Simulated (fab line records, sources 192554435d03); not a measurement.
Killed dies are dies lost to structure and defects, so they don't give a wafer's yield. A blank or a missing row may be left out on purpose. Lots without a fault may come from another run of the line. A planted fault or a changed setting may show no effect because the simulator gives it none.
Chamber matching | flow n5_finfet | N5_BEOL_M12_ETCH_38 on rie_diel-04: 4 sister chambers
The step etches SiCN in CF4/N2, target depth 68.7 nm, time 73.4 s. 4 wafers are shown with their chamber, then 7 later ones without.

WAFERS WITH THEIR CHAMBER
wafer  | chamber | showerhead_plenum_p_Torr (Torr)
L083.5 | 3       | 2.11
L084.2 | 2       | 2.32
L086.1 | 0       | 2.34
L086.4 | 1       | 2.14

WAFERS WITHOUT THEIR CHAMBER
wafer  | showerhead_plenum_p_Torr (Torr)
L086.5 | 2.11
L088.1 | 2.11
L088.3 | 2.14
L088.6 | 2.11
L094.2 | 2.34
L094.4 | 2.32
L094.6 | 2.10

WHICH CHAMBER EACH WENT THROUGH
wafer  | from the rows above | in truth
L086.5 | 3                   | 3
L088.1 | 3                   | 3
L088.3 | 1                   | 1
L088.6 | 3                   | 3
L094.2 | 0                   | 0
L094.4 | 2                   | 2
L094.6 | 3                   | 3
Placed correctly: 7 of 7. Can't be placed from these rows: 0. Placed wrongly: 0.
How it was worked out, from the rows above alone: a wafer's distance from a chamber is the root of the sum, over the readings, of the square of ((its reading less the chamber's mean) divided by the reading's scatter). The wafer belongs to the nearest chamber; if the next one is less than 2 further off, it can't be placed. A chamber's mean is the mean of its shown wafers. The scatter: with one shown wafer a chamber, the root of the mean of the squares of how far each hidden wafer lies from its nearest shown one.
